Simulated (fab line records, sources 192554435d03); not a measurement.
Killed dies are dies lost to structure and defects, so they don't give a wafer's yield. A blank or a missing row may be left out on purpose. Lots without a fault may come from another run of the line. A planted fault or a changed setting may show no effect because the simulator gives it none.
A struck lot beside a sound one | flow n5_finfet | 37 steps out of a route of 1938
Sound: wafers L798.2, L798.4, L798.5. Struck: wafers L812.1, L812.3, L812.5. The cause comes at the end.
At each step with rows: each side's tool, then ch and its chambers, then its first start. Under that, the readings that differ: sound wafers | struck wafers | difference of the means | sigmas: that difference in standard deviations of wafers without a fault.
alike: readings whose means differ by less than 2 such deviations, and words and numbers that are the same on both sides. not compared: withheld readings, readings that some wafer has no value for, bounds like >300 that may hide the same value, and numbers for which the record gives no deviation and whose values overlap.
The two part at a step that has a row with sigmas, a row that says differs or no value, or rows on one side only. Numbers that don't overlap but have no deviation are shown without sigmas and don't part them. A reading that every wafer of one side lacks parts them only if that side has two wafers or more.

first, 9 steps without rows for these wafers: N5_BEOL_M7_ALD_77 (deposits TaN, target thk 2 nm, pulse time 2 s, purge time 3 s); N5_BEOL_M7_SURFACE_TREAT_79; N5_BEOL_M7_CVD_78 (deposits Co from CCTBA/H2, target thk 2 nm, time 142.3 s); N5_BEOL_M7_SPUTTER_48 (material Cu, target thk 10 nm, time 1.667 s); N5_BEOL_M7_ECD_50 (material Cu, target thk 300 nm); N5_BEOL_M7_ANNEAL_51 (time 90 s); N5_BEOL_M7_CMP_52 (polishes, stops on SiCOH lowk, t overpolish 6.9 s, target thk 80 nm); N5_BEOL_M7_PRE_CLEAN_55 (time 15 s); N5_BEOL_M7_DEP_56 (deposits SiCN from 3MS/NH3, target thk 10 nm, time 17.5 s).
N5_BEOL_M8_ILD_DEP_00: deposits SiCOH lowk from DEMS/porogen, target thk 179.75 nm, time 33.4 s.
  sound on pecvd-04 ch 0,1, day 10 15:19; struck on pecvd-04 ch 0,1,2, day 13 18:19
  reading                                            | sound                | struck               | difference | sigmas
  susceptor_temp_C (C)                               | 300.15 300.17 299.93 | 280.33 280.20 279.78 | -19.98     | -99 or more
  model.SiCOH_lowk_of_BEOL_M8_ILD_DEP_00.thk_nm (nm) | 176.4 176 178.4      | 201.8 201.4 203.6    | +25.3      |
  alike: heater_power_w, showerhead_plenum_p_Torr, throttle_valve_pct
then, 1 step without rows for these wafers: N5_BEOL_M8_CURE_74 (cures SiCOH lowk, time 240 s).
N5_BEOL_M8_THK_MEAS_01:
  sound on film_metro-02, day 10 15:55; struck on film_metro-02, day 13 19:22
  reading         | sound             | struck            | difference | sigmas
  M8_ILD_THK (nm) | 152.1 151.7 153.9 | 174.3 174.0 176.0 | +22.2      | +12
then, 23 steps without rows for these wafers: N5_BEOL_M8_PECVD_70 (deposits SiO2 from TEOS/O2, target thk 20 nm, time 22.7 s); N5_BEOL_M8_HM_DEP_02 (deposits TiN, target thk 20 nm); N5_BEOL_M8_COAT_59 (time 60 s, resist thk 100 nm); N5_BEOL_M8_COAT_60 (time 60 s, resist thk 35 nm); N5_BEOL_M8_COAT_05 (resist thk 90 nm); N5_BEOL_M8_EBR_07; N5_BEOL_M8_SOFTBAKE_06 (time 60 s); N5_BEOL_M8_EXPOSE_08 (exposes mask M8); N5_BEOL_M8_PEB_09 (peb time 60 s); N5_BEOL_M8_DEVELOP_10 (develop time 30 s); N5_BEOL_M8_DESCUM_16 (chemistry O2, time 7.9 s); N5_BEOL_M8_ETCH_61 (etches SiARC in CF4, target depth 45.5 nm, time 75.8 s); N5_BEOL_M8_ETCH_62 (etches SOC in N2/H2, target depth 110 nm, overetch 22 nm, time 165 s); N5_BEOL_M8_STRIP_68 (strips in N2/H2); N5_BEOL_M8_STRIP_67 (strips in CF4); N5_BEOL_M8_HM_OPEN_17 (chemistry Cl2/BCl3, target TiN, target depth 20 nm, overetch 6 nm); N5_BEOL_M8_STRIP_19 (strips in O2); N5_BEOL_M8_COAT_63 (time 60 s, resist thk 60 nm); N5_BEOL_M8_COAT_64 (time 60 s, resist thk 12 nm); N5_BEOL_M8_COAT_71 (time 60 s, resist thk 5 nm); N5_BEOL_M8_COAT_22 (resist thk 30 nm); N5_BEOL_M8_EBR_24; N5_BEOL_M8_SOFTBAKE_23 (time 60 s).
N5_BEOL_M8_CMP_52: polishes, stops on SiCOH lowk, t overpolish 6.9 s, target thk 80 nm.
  sound on cmp-03 ch 0,3, day 10 23:20; struck on cmp-04 ch 1,2,3, day 14 03:37
  reading                                            | sound           | struck          | difference | sigmas
  model.SiCOH_lowk_of_BEOL_M8_ILD_DEP_00.thk_nm (nm) | 149 148.6 150.8 | 171.4 171 172.8 | +22.3      |
  alike: motor_current_A, slurry_flow_ml_min
-- the record jumps here: 3 days lie between the struck wafers' starts before and after (it left off in module BEOL_M8 and takes up again in module PASSIVATION, whose first step shown is number 1936 of the route) --
N5_PASSIVATION_PROBE_49:
  sound on prober-02, day 13 14:13; struck on prober-02, day 17 01:07
  alike: defect_limited_yield, killed_at_M0_to_M3, killed_at_M4_up, killed_at_contacts, killed_at_front_end, killed_at_other, killed_dies, killed_open, killed_short, sort_bin_5_function, sort_bin_6_memory, sort_n_pass, sort_yield_pct

WHERE THEY PART
First at N5_BEOL_M8_ILD_DEP_00; last, within this record, at N5_BEOL_M8_THK_MEAS_01. Later steps at which nothing parts them and some readings are alike: N5_BEOL_M8_CMP_52, N5_PASSIVATION_PROBE_49.

WHY: what the simulator had put in
Process parameter drift: pecvd-04, from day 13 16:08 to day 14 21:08, at N5_BEOL_M8_ILD_DEP_00. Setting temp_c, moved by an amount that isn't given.
